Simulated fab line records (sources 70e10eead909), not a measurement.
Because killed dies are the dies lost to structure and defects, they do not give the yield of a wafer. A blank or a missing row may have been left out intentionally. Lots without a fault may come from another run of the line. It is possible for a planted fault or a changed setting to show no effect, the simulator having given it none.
fab line records -- flow nand_harc
record: lots: 11, wafers: 33, last_day: 33
route steps=1302 shown P_M0@268 P_M1@292 END@1302
lots untouched by any fault: they come from a run of this same line in which no faults occurred
start_h: hours from the record's first day to the start of the lot's first wafer shown -- wait_h: time in hours since the lot's previous step -- " unchanged from the row above -- L1.1+2: several wafers, shown together as one row -- - value missing, or start not given -- * or withheld: withheld -- < > ~ a bound
route shown NAME@n: a module of which the file shows steps, and the number in the route of the first -- usual: mean/standard deviation of fault-free wafers -- same: alike in all rows -- chamber/n: place in a boat -- sites: readings site by site -- _std_site: the values' standard deviation -- _edge_site: mean of outer sites minus mean of inner sites -- radius_mm: how far each site lies from the wafer's centre -- mask NAME#n: copy n -- behind: the tool/chamber that last shaped the wafer -- hold: what put the lot on hold/how long, in hours/how the hold closed -- device: names the non-switching transistor (n, p or np) -- end of line: tests of these same wafers at the route's end -- a step with no rows: only its recipe -- killed: dies that structure and defects cost at the first sort, which is not the same as the wafer's yield -- map: dies across one wafer; x = killed, . = not, _ = none there
set.NAME: the setting as run; set.NAME@STEP: as run at that earlier step -- model.NAME: the simulator's own value behind a step, which no gauge read
a sample of lots followed through the steps of the route, with each step as a table and each wafer as a row
services: when a tool's chamber went out of use (start_h, in hours from the record's first day, below 0 if earlier), for how many hours, and the reason
== steps ==
step: NHARC_P_M0_ETCH_15
recipe: target_depth_a: 1500, overetch_a: 150, time_s: 82.5, c4f8_flow_sccm: withheld, ar_flow_sccm: 400, rf_w: 600, bias_w: 300, chemistry: C4F8/Ar
usual: oes_product_au: 0.950/0.023, rf_fwd_power_W: 593.7/2.2, rf_vpp_V: 440.1/1.8
lot.wafer,tool,chamber,start_h,wait_h,oes_product_au,rf_fwd_power_W,rf_hours_counter_h,rf_vpp_V
L284.3,rie_diel-05,3,-,-,0.932,598.5,19,440.3
L284.5,rie_diel-05,0,-,-,0.966,591.3,-,440.2
L284.6,rie_diel-05,1,-,-,0.995,592.4,-,436.9
L295.3,rie_diel-08,3,-,-,0.955,594.9,6,437.2
L295.1,rie_diel-08,0,-,-,0.945,592.4,4,441.7
L295.6,rie_diel-08,3,-,-,0.956,592.4,-,437.4
L299.1,rie_diel-08,2,-,-,0.929,593.0,13,442.3
L299.2,rie_diel-08,3,-,-,0.942,594.4,15,437.7
L299.3,rie_diel-08,0,-,-,0.937,593.0,13,441.4
L301.1,rie_diel-08,2,-,-,0.957,591.6,18,443.4
L301.3,rie_diel-08,3,-,-,0.963,593.2,21,438.8
L301.2,rie_diel-08,0,-,-,0.959,591.6,19,441.9
L300.2,rie_diel-12,1,-,-,0.947,593.8,8,442.1
L300.1,rie_diel-12,3,-,-,0.945,594.7,8,439.0
L300.5,rie_diel-12,1,-,-,0.952,591.6,-,439.8
L303.3,rie_diel-12,1,-,-,0.975,593.5,10,442.2
L303.1,rie_diel-12,2,-,-,0.965,594.6,4,441.7
L303.5,rie_diel-12,0,-,-,0.959,596.0,-,437.8
L302.4,rie_diel-05,3,-,-,0.950,595.3,22,439.5
L302.2,rie_diel-05,0,-,-,0.948,592.7,25,437.7
L302.6,rie_diel-05,2,-,-,0.958,595.2,-,440.7
L304.3,rie_diel-08,2,-,-,0.952,590.6,21,442.1
L304.4,rie_diel-08,3,-,-,0.962,596.6,24,437.0
L304.5,rie_diel-08,2,-,-,0.954,591.5,-,441.5
L305.3,rie_diel-08,3,-,-,0.966,593.8,26,437.3
L305.2,rie_diel-08,1,-,-,0.993,595.0,26,441.7
L305.6,rie_diel-08,3,-,-,0.966,594.0,-,437.3
L306.1,rie_diel-05,3,-,-,0.917,594.2,33,439.8
L306.2,rie_diel-05,1,-,-,0.936,595.7,40,438.7
L306.4,rie_diel-05,2,-,-,0.931,598.1,35,441.4
L307.4,rie_diel-05,1,-,-,0.946,588.9,40,437.0
L307.6,rie_diel-05,2,-,-,0.934,595.2,-,441.0
L307.5,rie_diel-05,3,-,-,0.915,592.2,-,437.1
step: NHARC_P_M0_PRE_CLEAN_29
recipe: time_s: 30, temp_c: 280, gas: H2/He
usual: heater_power_w: 420/40
lot.wafer,tool,chamber,start_h,wait_h,heater_power_w
L284.3,pvd_sputter-03,-,-,-,466
L284.6,pvd_sputter-03,-,-,-,397
L284.5,pvd_sputter-03,-,-,-,419
L295.1,pvd_sputter-03,-,-,-,428
L295.3,pvd_sputter-03,-,-,-,362
L295.6,pvd_sputter-03,-,-,-,378
L299.1,pvd_sputter-01,-,-,-,414
L299.2,pvd_sputter-01,-,-,-,463
L299.3,pvd_sputter-01,-,-,-,423
L301.2,pvd_sputter-01,-,-,-,429
L301.1,pvd_sputter-01,-,-,-,418
L301.3,pvd_sputter-01,-,-,-,468
L300.1,pvd_sputter-01,-,-,-,445
L300.2,pvd_sputter-01,-,-,-,414
L300.5,pvd_sputter-01,-,-,-,419
L303.3,pvd_sputter-02,-,-,-,404
L303.1,pvd_sputter-02,-,-,-,364
L303.5,pvd_sputter-02,-,-,-,466
L302.2,pvd_sputter-03,-,-,-,373
L302.4,pvd_sputter-03,-,-,-,445
L302.6,pvd_sputter-03,-,-,-,422
L304.3,pvd_sputter-01,-,-,-,427
L304.4,pvd_sputter-01,-,-,-,445
L304.5,pvd_sputter-01,-,-,-,414
L305.3,pvd_sputter-01,-,-,-,390
L305.2,pvd_sputter-01,-,-,-,426
L305.6,pvd_sputter-01,-,-,-,415
L306.1,pvd_sputter-03,-,-,-,449
L306.2,pvd_sputter-03,-,-,-,380
L306.4,pvd_sputter-03,-,-,-,367
L307.4,pvd_sputter-01,-,-,-,462
L307.5,pvd_sputter-01,-,-,-,380
L307.6,pvd_sputter-01,-,-,-,420
step: NHARC_P_M1_EXPOSE_06
recipe: na: 1.35, target_cd_nm: 130, dose_mj: 81.88, mask_id: P_M1
usual: exposure_dose_mJ_cm2: 81.87/0.088, reticle_temp_C: 22.97/0.099
lot.wafer,tool,chamber,start_h,wait_h,mask,exposure_dose_mJ_cm2,reticle_temp_C
L284.3,arfi_scanner-03,0,124.50,-,P_M1#0,81.71,23.11
L284.5,arfi_scanner-03,0,124.50,-,P_M1#0,81.78,23.13
L284.6,arfi_scanner-03,0,124.50,-,P_M1#0,81.78,23.17
L295.1,arfi_scanner-01,0,235.25,-,P_M1#0,81.02,22.94
L295.3,arfi_scanner-01,0,235.25,-,P_M1#0,81.07,22.88
L295.6,arfi_scanner-01,0,235.25,-,P_M1#0,80.99,23.10
L299.1,arfi_scanner-03,0,275.85,-,P_M1#0,81.87,22.97
L299.2,arfi_scanner-03,0,275.85,-,P_M1#0,81.81,23.02
L299.3,arfi_scanner-03,0,275.85,-,P_M1#0,81.81,23.11
L301.1,arfi_scanner-01,0,300.80,-,P_M1#0,81.95,23.07
L301.2,arfi_scanner-01,0,300.80,-,P_M1#0,82.04,23.00
L301.3,arfi_scanner-01,0,300.80,-,P_M1#0,81.95,22.92
L300.1,arfi_scanner-02,0,301.77,-,P_M1#0,81.86,23.03
L300.2,arfi_scanner-02,0,301.77,-,P_M1#0,82.00,23.02
L300.5,arfi_scanner-02,0,301.77,-,P_M1#0,81.81,23.07
L303.1,arfi_scanner-03,0,313.59,-,P_M1#0,81.77,22.84
L303.3,arfi_scanner-03,0,313.59,-,P_M1#0,81.90,22.96
L303.5,arfi_scanner-03,0,313.59,-,P_M1#0,81.91,22.99
L302.2,arfi_scanner-01,0,314.50,-,P_M1#0,81.71,22.93
L302.4,arfi_scanner-01,0,314.50,-,P_M1#0,81.87,23.01
L302.6,arfi_scanner-01,0,314.50,-,P_M1#0,81.82,22.95
L304.3,arfi_scanner-02,0,330.15,-,P_M1#0,81.89,23.10
L304.4,arfi_scanner-02,0,330.15,-,P_M1#0,82.02,22.93
L304.5,arfi_scanner-02,0,330.15,-,P_M1#0,81.95,22.82
L305.2,arfi_scanner-01,0,342.28,-,P_M1#0,81.71,22.86
L305.3,arfi_scanner-01,0,342.28,-,P_M1#0,81.79,22.95
L305.6,arfi_scanner-01,0,342.28,-,P_M1#0,81.78,22.87
L306.1,arfi_scanner-01,0,346.91,-,P_M1#0,81.94,22.90
L306.2,arfi_scanner-01,0,346.91,-,P_M1#0,81.88,22.88
L306.4,arfi_scanner-01,0,346.91,-,P_M1#0,81.92,22.86
L307.4,arfi_scanner-02,0,348.15,-,P_M1#0,81.84,23.13
L307.5,arfi_scanner-02,0,348.15,-,P_M1#0,81.85,22.95
L307.6,arfi_scanner-02,0,348.15,-,P_M1#0,81.79,22.90
step: NHARC_P_M1_ETCH_35
recipe: target_depth_a: 400, overetch_a: 120, time_s: 43.94, ion_energy_ev: 200, n2_flow_sccm: 150, h2_flow_sccm: 150, ar_flow_sccm: 0, rf_w: 400, bias_w: 150, chemistry: N2/H2
usual: drypump_motor_current_A: 5.7/0.4, mfc_ar_sccm: 0.003/0.0041, oes_product_au: 1.000/0.013, rf_fwd_power_W: 394.9/2.1, rf_vpp_V: 429.2/2.2, showerhead_plenum_p_Torr: 2.00/0.072, throttle_valve_pct: 14.170/0.0097
lot.wafer,tool,chamber,start_h,wait_h,drypump_motor_current_A,mfc_ar_sccm,oes_product_au,rf_fwd_power_W,rf_hours_counter_h,rf_vpp_V,showerhead_plenum_p_Torr,throttle_valve_pct
L284.3,rie_diel-03,0,124.91,0.1,5.7,0.011,1.004,397.6,0.4,427.5,1.94,14.174
L284.5,rie_diel-03,2,124.91,0.1,5.0,0.003,1.012,394.3,-,429.9,2.00,14.175
L284.6,rie_diel-03,3,124.91,0.1,6.1,0,0.997,392.1,-,426.5,1.93,14.176
L295.3,rie_diel-11,1,235.66,0.1,5.2,0.005,1.006,392.8,7.0,431.5,2.04,14.184
L295.1,rie_diel-11,3,235.66,0.1,6.3,0.008,1.009,391.5,7.9,432.2,2.09,14.172
L295.6,rie_diel-11,2,235.66,0.1,5.8,0,0.996,396.4,-,428.7,2.01,14.185
L299.1,rie_diel-03,3,276.26,0.1,6.1,0,0.979,392.8,10.5,426.7,1.92,14.166
L299.2,rie_diel-03,0,276.26,0.1,5.7,0.011,1.006,398.2,12.4,427.3,1.94,14.170
L299.3,rie_diel-03,2,276.26,0.1,5.0,0.003,1.006,398.2,11.6,428.8,1.99,14.169
L301.1,rie_diel-11,3,301.21,0.1,6.3,0.008,1.008,394.0,3.7,433.8,2.09,14.176
L301.3,rie_diel-11,0,301.21,0.1,5.4,0,1.014,394.0,3.6,424.9,1.91,14.177
L301.2,rie_diel-11,2,301.21,0.1,5.8,0,1.003,394.2,2.8,429.9,2.01,14.157
L300.2,rie_diel-11,3,302.20,0.1,6.2,0.008,1.007,391.5,3.9,432.1,2.09,14.166
L300.1,rie_diel-11,0,302.20,0.1,5.4,0,1.013,393.9,3.7,427.0,1.91,14.169
L300.5,rie_diel-11,1,302.20,0.1,5.2,0.005,1.000,396.1,-,429.9,2.03,14.164
L303.1,rie_diel-11,0,314.00,0.1,5.4,0,1.005,394.5,4.5,426.8,1.91,14.159
L303.3,rie_diel-11,3,314.00,0.1,6.2,0.008,1.012,393.3,4.7,431.6,2.09,14.191
L303.5,rie_diel-11,1,314.00,0.1,5.2,0.005,0.993,394.6,-,429.9,2.03,14.162
L302.2,rie_diel-11,0,314.91,0.1,5.4,0,1.010,394.4,4.6,427.3,1.91,14.182
L302.4,rie_diel-11,2,314.91,0.1,5.8,0,0.997,398.5,3.1,429.6,2.01,14.159
L302.6,rie_diel-11,0,314.91,0.1,5.4,0,1.013,393.8,-,425.9,1.91,14.167
L304.4,rie_diel-03,3,330.55,0.1,6.1,0,0.987,393.2,4.0,427.3,1.92,14.179
L304.3,rie_diel-03,2,330.55,0.1,5.0,0.003,1.014,398.4,4.4,430.1,1.99,14.183
L304.5,rie_diel-03,0,330.55,0.1,5.7,0.011,1.012,397.4,-,428.0,1.93,14.177
L305.2,rie_diel-11,1,342.70,0.1,5.2,0.005,1.006,395.5,5.6,431.0,2.03,14.177
L305.3,rie_diel-11,2,342.70,0.1,5.8,0,1.002,398.3,5.3,429.5,2.01,14.176
L305.6,rie_diel-11,0,342.70,0.1,5.4,0,1.016,395.7,-,425.7,1.91,14.161
L306.4,rie_diel-03,0,347.32,0.1,5.8,0.011,0.997,396.2,4.8,427.7,1.93,14.166
L306.2,rie_diel-03,1,347.32,0.1,5.7,0,0.980,394.8,5.4,433.6,2.12,14.156
L306.1,rie_diel-03,3,347.32,0.1,6.1,0,0.993,391.9,5.4,426.9,1.92,14.167
L307.4,rie_diel-03,2,348.54,0.1,5.0,0.003,1.003,398.2,5.8,429.2,1.99,14.178
L307.6,rie_diel-03,2,348.54,0.1,5.0,0.003,1.002,395.2,-,429.1,1.99,14.171
L307.5,rie_diel-03,3,348.54,0.1,6.1,0,0.983,391.9,-,427.9,1.92,14.157
step: NHARC_END_SORT_01
recipe: temp_c: 25
usual: defect_limited_yield: 91.6/2.8, killed_at_array: 52/19, killed_at_other: 1.0/1.2, killed_at_periphery: 4.1/2.8, killed_dies: 57/19, killed_open: 3.1/1.7, killed_short: 2.5/1.5, sort_bin_2_pct: 3.0/1.2, sort_bin_3_pct: 0.6/0.36, sort_bin_4_pct: 4.9/1.6, sort_n_pass: 620/19, sort_rim_yield_pct: 91/5, sort_yield_pct: 91.6/2.8
same: gross_dies: 677, sort_bin_5_pct[%]: 0, sort_bin_6_pct[%]: 0, sort_bin_7_pct[%]: 0, sort_bin_8_pct[%]: 0, sort_rim_n_gross: 106.00
lot.wafer,tool,chamber,start_h,wait_h,defect_limited_yield[%],killed_at_array,killed_at_other,killed_at_periphery,killed_dies,killed_open,killed_short,sort_bin_2_pct[%],sort_bin_3_pct[%],sort_bin_4_pct[%],sort_n_pass,sort_rim_yield_pct[%],sort_yield_pct[%]
L295.1,prober-02,0,674.91,2.5,90.5,55,1,8,64,1,1,3.2,0.7,5.5,613,83,90.5
L295.3,prober-02,0,676.53,3.1,90.4,59,2,4,65,2,1,3.4,0.4,5.8,612,91,90.4
L295.6,prober-02,0,678.95,4.0,92.8,40,0,9,49,1,1,1.9,0.6,4.7,628,88,92.8
L303.1,prober-01,0,749.31,2.5,91.9,53,2,0,55,3,2,3.0,0.3,4.9,622,81,91.9
L303.3,prober-01,0,750.89,3.1,90.3,62,0,4,66,4,0,3.4,0.3,6.1,611,88,90.3
L303.5,prober-01,0,752.47,3.7,89.8,67,1,1,69,2,4,2.8,0.6,6.8,608,88,89.8
L302.2,prober-01,0,762.10,2.8,96.2,26,0,0,26,2,1,1.6,0.1,2.1,651,96,96.2
L302.4,prober-01,0,763.69,3.4,94.1,38,0,2,40,5,2,1.5,0.4,4.0,637,89,94.1
L302.6,prober-01,0,765.27,4.0,94.8,32,1,2,35,5,3,2.1,0.1,3.0,642,95,94.8
L306.1,prober-02,0,771.23,2.5,88.5,70,1,7,78,1,3,4.6,0.4,6.5,599,92,88.5
L306.2,prober-02,0,772.05,2.8,87.4,73,4,8,85,5,4,3.8,1.3,7.4,592,87,87.4
L306.4,prober-02,0,773.69,3.5,88.0,71,4,6,81,5,3,4.1,0.1,7.7,596,86,88.0
L307.4,prober-01,0,787.73,3.4,90.4,62,0,3,65,3,2,4.7,1.8,3.1,612,97,90.4
L307.5,prober-01,0,788.53,3.7,90.0,65,0,3,68,4,0,3.8,1.0,5.2,609,91,90.0
L307.6,prober-01,0,789.33,4.0,89.5,69,0,2,71,4,4,3.7,1.3,5.5,606,91,89.5
killed by level:class
L295.1 A_SLIT:chamber_film_flake=16 A_CHANNEL_HOLE_D2:chamber_film_flake=13 A_CHANNEL_HOLE_D1:chamber_film_flake=10 A_CONTACT:chamber_film_flake=7 A_STAIRCASE:chamber_film_flake=6 P_CONTACT:chamber_film_flake=4 P_ZERO_WELL:chamber_film_flake=3 P_CONTACT:geometric_particle:open=1
L295.3 A_SLIT:chamber_film_flake=33 A_CHANNEL_HOLE_D1:chamber_film_flake=8 A_CHANNEL_HOLE_D2:chamber_film_flake=5 A_STAIRCASE:chamber_film_flake=5 A_CONTACT:chamber_film_flake=3 P_CONTACT:chamber_film_flake=2 A_CHANNEL_HOLE_D2:unspecified=2 A_CHANNEL_FILL_D1:geometric_particle:short=1
L295.6 A_SLIT:chamber_film_flake=13 A_CHANNEL_HOLE_D1:chamber_film_flake=11 P_CONTACT:chamber_film_flake=6 A_STAIRCASE:chamber_film_flake=6 A_CHANNEL_HOLE_D2:chamber_film_flake=4 A_CONTACT:chamber_film_flake=3 P_M0:geometric_particle:open=1 A_CHANNEL_FILL_D1:geometric_particle:short=1
L303.1 A_CHANNEL_HOLE_D1:chamber_film_flake=22 A_CHANNEL_HOLE_D2:chamber_film_flake=9 A_SLIT:chamber_film_flake=7 A_CONTACT:chamber_film_flake=6 A_WL_FILL:geometric_particle:open=2 A_ZERO_WELL:chamber_film_flake=2 THIN_TSV:chamber_film_flake=2 A_SOURCE_PLATE:geometric_particle:short=1
L303.3 A_CHANNEL_HOLE_D1:chamber_film_flake=21 A_CHANNEL_HOLE_D2:chamber_film_flake=21 A_CONTACT:chamber_film_flake=9 A_SLIT:chamber_film_flake=3 A_ZERO_WELL:chamber_film_flake=3 A_STAIRCASE:chamber_film_flake=2 P_CONTACT:geometric_particle:open=1 P_M0:geometric_particle:open=1
L303.5 A_CHANNEL_HOLE_D1:chamber_film_flake=18 A_CHANNEL_HOLE_D2:chamber_film_flake=16 A_CONTACT:chamber_film_flake=12 A_SLIT:chamber_film_flake=8 A_STAIRCASE:chamber_film_flake=4 A_SOURCE_PLATE:geometric_particle:short=1 A_ONON_D1:geometric_particle:short=1 A_ONON_D2:geometric_particle:open=1
L302.2 A_SLIT:chamber_film_flake=11 A_CONTACT:chamber_film_flake=6 A_CHANNEL_HOLE_D1:chamber_film_flake=3 A_SGD_CUT:chamber_film_flake=2 A_CHANNEL_FILL_D1:geometric_particle:short=1 A_DECK1_JOINT:geometric_particle:open=1 A_CHANNEL_FILL_D2:geometric_particle:open=1 A_CHANNEL_HOLE_D2:chamber_film_flake=1
L302.4 A_SLIT:chamber_film_flake=10 A_CONTACT:chamber_film_flake=8 A_CHANNEL_HOLE_D1:chamber_film_flake=6 A_STAIRCASE:chamber_film_flake=5 A_CHANNEL_FILL_D1:chamber_film_flake=3 P_GATE:geometric_particle:open=1 P_M0:geometric_particle:open=1 A_ONON_D1:geometric_particle:open=1
L302.6 A_CONTACT:chamber_film_flake=9 A_CHANNEL_HOLE_D1:chamber_film_flake=8 A_SLIT:chamber_film_flake=5 A_M1:geometric_particle:open=2 P_GATE:geometric_particle:open=1 A_ONON_D1:geometric_particle:short=1 A_CHANNEL_HOLE_D1:geometric_particle:open=1 A_CHANNEL_FILL_D1:geometric_particle:open=1
L306.1 A_SLIT:chamber_film_flake=39 A_CHANNEL_HOLE_D2:chamber_film_flake=10 A_CONTACT:chamber_film_flake=9 P_ZERO_WELL:chamber_film_flake=4 P_M2:chamber_film_flake=3 A_WL_FILL:geometric_particle:short=2 A_STAIRCASE:chamber_film_flake=2 A_SGD_CUT:chamber_film_flake=2
L306.2 A_CHANNEL_HOLE_D2:chamber_film_flake=33 A_SLIT:chamber_film_flake=13 A_CONTACT:chamber_film_flake=12 P_M2:chamber_film_flake=5 A_STAIRCASE:chamber_film_flake=4 THIN_TSV:chamber_film_flake=4 A_WL_FILL:chamber_film_flake=3 P_CONTACT:geometric_particle:open=2
L306.4 A_SLIT:chamber_film_flake=39 A_CHANNEL_HOLE_D2:chamber_film_flake=12 A_CONTACT:chamber_film_flake=8 P_M2:chamber_film_flake=4 A_WL_FILL:chamber_film_flake=3 THIN_TSV:chamber_film_flake=3 A_STAIRCASE:chamber_film_flake=2 P_GATE:geometric_particle:open=1
L307.4 A_CHANNEL_HOLE_D2:chamber_film_flake=23 A_SLIT:chamber_film_flake=18 A_CHANNEL_HOLE_D1:chamber_film_flake=9 A_CHANNEL_FILL_D1:chamber_film_flake=3 A_CONTACT:chamber_film_flake=3 A_STAIRCASE:chamber_film_flake=2 P_GATE:geometric_particle:open=1 A_ONON_D1:geometric_particle:short=1
L307.5 A_CHANNEL_HOLE_D2:chamber_film_flake=32 A_SLIT:chamber_film_flake=11 A_CONTACT:chamber_film_flake=7 A_CHANNEL_HOLE_D1:chamber_film_flake=3 P_STI:chamber_film_flake=2 A_CHANNEL_FILL_D1:chamber_film_flake=2 A_DECK1_JOINT:chamber_film_flake=2 A_ONON_D1:geometric_particle:open=1
L307.6 A_SLIT:chamber_film_flake=29 A_CHANNEL_HOLE_D1:chamber_film_flake=14 A_CHANNEL_HOLE_D2:chamber_film_flake=11 A_STAIRCASE:chamber_film_flake=3 A_WL_FILL:chamber_film_flake=2 A_M1:chamber_film_flake=2 P_GATE:geometric_particle:short=1 A_SOURCE_PLATE:geometric_particle:short=1
== services ==
tool,chamber,start_h,hours,kind
rie_diel-11,1,102.02,4.7,repair
rie_diel-03,-,104.30,9.0,pm
rie_diel-03,1,116.74,4.8,repair
rie_diel-08,1,122.07,2.4,repair
rie_diel-03,3,140.03,1.7,repair
rie_diel-11,-,147.42,2.5,repair
pvd_sputter-01,-,163.90,2.9,repair
rie_diel-08,-,168.38,0.7,repair
arfi_scanner-01,-,174.70,6.6,repair
rie_diel-08,0,175.51,5.1,repair
rie_diel-03,-,176.73,0.3,repair
rie_diel-08,0,188.04,25.0,repair
rie_diel-08,-,190.80,9.0,pm
pvd_sputter-01,-,201.00,6.2,repair
rie_diel-08,2,221.09,4.1,repair
pvd_sputter-01,-,225.78,6.6,repair
arfi_scanner-01,-,230.32,0.9,repair
arfi_scanner-01,-,233.03,0.4,repair
rie_diel-03,3,233.74,10.9,repair
arfi_scanner-01,-,252.00,4.0,pm
rie_diel-11,-,255.56,9.0,pm
pvd_sputter-01,-,255.64,2.1,repair
arfi_scanner-01,-,258.58,0.7,repair
rie_diel-11,2,303.69,10.1,repair
== key ==
first_sign: step: NHARC_P_M1_EXPOSE_06, reading: exposure_dose_mJ_cm2, direction: down, sigmas: 9.6, usual: 81.87, struck: 81.03
effect none on later readings
met_at NHARC_P_M1_EXPOSE_06
struck_lots L295
loop_trim: step: NHARC_P_M1_EXPOSE_06, setting: dose, lots: L295
not_acting_at NHARC_P_M0_ETCH_15,NHARC_P_M0_PRE_CLEAN_29,NHARC_P_M1_ETCH_35
fault: kind: process_parameter_drift, tool: arfi_scanner-01, chamber: -, onset_h: 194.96, steps: NHARC_P_M1_EXPOSE_06, channel: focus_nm, offset: 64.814, spread_by_wafer: 0.3, shape: step, end_h: 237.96
loop_trim: a control loop set the setting to another value than it would have without faults
